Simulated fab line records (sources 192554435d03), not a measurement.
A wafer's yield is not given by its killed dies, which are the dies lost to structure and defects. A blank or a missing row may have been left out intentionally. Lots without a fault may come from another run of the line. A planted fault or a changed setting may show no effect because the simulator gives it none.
Split-lot study / flow n5-finfet / 21 wafers read across 7 lots, on a route 1938 steps long

THE SPLIT ITSELF
At N5_BEOL_M7_EXPOSE_25 (exposes mask V6, target cd 40 nm), the setting dose-mj was moved away from the recipe's 42.5 on 8 of the 21 wafers read, by -5.7% to +6.0%. For the rest of the wafers, this setting stayed at what the recipe calls for.

FROM THE SPLIT TO THE READING: what the file shows between them, 2 steps
- N5_BEOL_M7_PEB_26: peb time 60 s
- N5_BEOL_M7_DEVELOP_27: develop time 30 s

THE READING
At N5_BEOL_M7_CD_MEAS_28: cd-nm in nanometres, against a target cd of 40 nm. Fault-free wafers of this fab line usually give 39.99 nm, standard deviation 0.23 nm.

wafer=L075.3; tool, chamber at the split=euv-scanner-02, 0; dose-mj as run=42.5; against the recipe=recipe; cd-nm, nm=40.11; against lot-mates on the recipe=-
wafer=L075.4; tool, chamber at the split=euv-scanner-02, 0; dose-mj as run=42.5; against the recipe=recipe; cd-nm, nm=39.99; against lot-mates on the recipe=-
wafer=L075.5; tool, chamber at the split=euv-scanner-02, 0; dose-mj as run=43.43; against the recipe=+2.2%; cd-nm, nm=40.78; against lot-mates on the recipe=+0.73
wafer=L077.1; tool, chamber at the split=euv-scanner-01, 0; dose-mj as run=42.5; against the recipe=recipe; cd-nm, nm=40.12; against lot-mates on the recipe=-
wafer=L077.3; tool, chamber at the split=euv-scanner-01, 0; dose-mj as run=42.5; against the recipe=recipe; cd-nm, nm=39.97; against lot-mates on the recipe=-
wafer=L077.5; tool, chamber at the split=euv-scanner-01, 0; dose-mj as run=42.5; against the recipe=recipe; cd-nm, nm=40.09; against lot-mates on the recipe=-
wafer=L080.1; tool, chamber at the split=euv-scanner-02, 0; dose-mj as run=42.5; against the recipe=recipe; cd-nm, nm=40.34; against lot-mates on the recipe=-
wafer=L080.3; tool, chamber at the split=euv-scanner-02, 0; dose-mj as run=42.5; against the recipe=recipe; cd-nm, nm=40.01; against lot-mates on the recipe=-
wafer=L080.4; tool, chamber at the split=euv-scanner-02, 0; dose-mj as run=45.04; against the recipe=+6.0%; cd-nm, nm=40.76; against lot-mates on the recipe=+0.59
wafer=L082.3; tool, chamber at the split=euv-scanner-01, 0; dose-mj as run=42.5; against the recipe=recipe; cd-nm, nm=39.83; against lot-mates on the recipe=-
wafer=L082.4; tool, chamber at the split=euv-scanner-01, 0; dose-mj as run=42.5; against the recipe=recipe; cd-nm, nm=39.65; against lot-mates on the recipe=-
wafer=L082.5; tool, chamber at the split=euv-scanner-01, 0; dose-mj as run=41.65; against the recipe=-2.0%; cd-nm, nm=39.60; against lot-mates on the recipe=-0.14
wafer=L087.4; tool, chamber at the split=euv-scanner-02, 0; dose-mj as run=44.96; against the recipe=+5.8%; cd-nm, nm=41.11; against lot-mates on the recipe=+1.34
wafer=L087.5; tool, chamber at the split=euv-scanner-02, 0; dose-mj as run=42.5; against the recipe=recipe; cd-nm, nm=39.65; against lot-mates on the recipe=-
wafer=L087.6; tool, chamber at the split=euv-scanner-02, 0; dose-mj as run=42.5; against the recipe=recipe; cd-nm, nm=39.88; against lot-mates on the recipe=-
wafer=L091.2; tool, chamber at the split=euv-scanner-01, 0; dose-mj as run=44.77; against the recipe=+5.3%; cd-nm, nm=41.22; against lot-mates on the recipe=no lot-mate on the recipe
wafer=L091.3; tool, chamber at the split=euv-scanner-01, 0; dose-mj as run=44.77; against the recipe=+5.3%; cd-nm, nm=41.26; against lot-mates on the recipe=no lot-mate on the recipe
wafer=L091.4; tool, chamber at the split=euv-scanner-01, 0; dose-mj as run=44.77; against the recipe=+5.3%; cd-nm, nm=40.54; against lot-mates on the recipe=no lot-mate on the recipe
wafer=L090.3; tool, chamber at the split=euv-scanner-02, 0; dose-mj as run=42.5; against the recipe=recipe; cd-nm, nm=39.77; against lot-mates on the recipe=-
wafer=L090.4; tool, chamber at the split=euv-scanner-02, 0; dose-mj as run=40.06; against the recipe=-5.7%; cd-nm, nm=38.48; against lot-mates on the recipe=-1.27
wafer=L090.6; tool, chamber at the split=euv-scanner-02, 0; dose-mj as run=42.5; against the recipe=recipe; cd-nm, nm=39.73; against lot-mates on the recipe=-

FIT RESULTS
A straight line over all 21 wafers: cd-nm changes by +0.204 nm for each +1% of dose-mj; r = +0.92; the points scatter about the line by 0.25 nm.
The same after taking each lot's own level away (the mean of its wafers on the recipe; 18 wafers): +0.184 nm for each +1%; r = +0.92; scatter 0.2 nm.
That fit puts the effect of the largest move of dose-mj on the reading at 1.1 nm.
Measured against the standard deviation above, the lots' own levels, which go from 39.740 to 40.175 nm, span 1.9 times it.
Thus the slope moves with the lot-to-lot level: the two fits are different.
Check: for one of the wafers moved furthest among these (+6.0%), held out of the fit, the line's prediction against its lot-mates is +1.38 nm. Against them it came out at +0.585 nm.

FURTHER SPLITS ON THESE WAFERS
These wafers also went through other splits before the reading. Each is held against what the fit with the lots' levels taken away leaves over:
other split on the same wafers=N5_BEOL_M5_ETCH_41 source-w; wafers away from the commonest value=7; r with cd-nm (lot level and that fit taken away)=+0.40
other split on the same wafers=N5_BEOL_M7_ILD_DEP_00 time-s; wafers away from the commonest value=9; r with cd-nm (lot level and that fit taken away)=+0.23

THE WHOLE CHAIN: every reading that the file lists as answering this split, in the file's order
step=N5_BEOL_M7_CD_MEAS_28; what it does=target cd 40 nm; reading=cd-nm; change (the file's fit)=+0.184 nm for each +1% of the setting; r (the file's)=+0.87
step=N5_BEOL_M7_DESCUM_33; what it does=chemistry O2, time 7 s; reading=BEOL_M7.cd-nm (the simulator's own value, which no gauge read); change (the file's fit)=+0.205 nm for each +1% of the setting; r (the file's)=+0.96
step=N5_BEOL_M7_ETCH_72; what it does=etches underlayer in N2/H2, target depth 6.5 nm, time 5.2 s; reading=BEOL_M7.cd-nm (the simulator's own value, which no gauge read); change (the file's fit)=+0.177 nm for each +1% of the setting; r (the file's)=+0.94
step=N5_BEOL_M7_ETCH_65; what it does=etches SiARC in CF4, target depth 15.6 nm, time 26 s; reading=BEOL_M7.cd-nm (the simulator's own value, which no gauge read); change (the file's fit)=+0.166 nm for each +1% of the setting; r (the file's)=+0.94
step=N5_BEOL_M7_ETCH_66; what it does=etches SOC in N2/H2, target depth 80 nm, overetch 16 nm, time 120 s; reading=BEOL_M7.cd-nm (the simulator's own value, which no gauge read); change (the file's fit)=+0.156 nm for each +1% of the setting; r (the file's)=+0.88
step=N5_BEOL_M7_VIA_ETCH_34; what it does=etches SiCOH lowk in C4F6/O2, target depth 125.5 nm, time 50.5 s; reading=rf-vpp-V; change (the file's fit)=not straight: 715 at the lowest setting, 663 at the recipe, 668 at the highest; r (the file's)=not given

FILE'S OWN FIT
cd-nm changes by +0.184 nm for each +1% of dose-mj, r = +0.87.
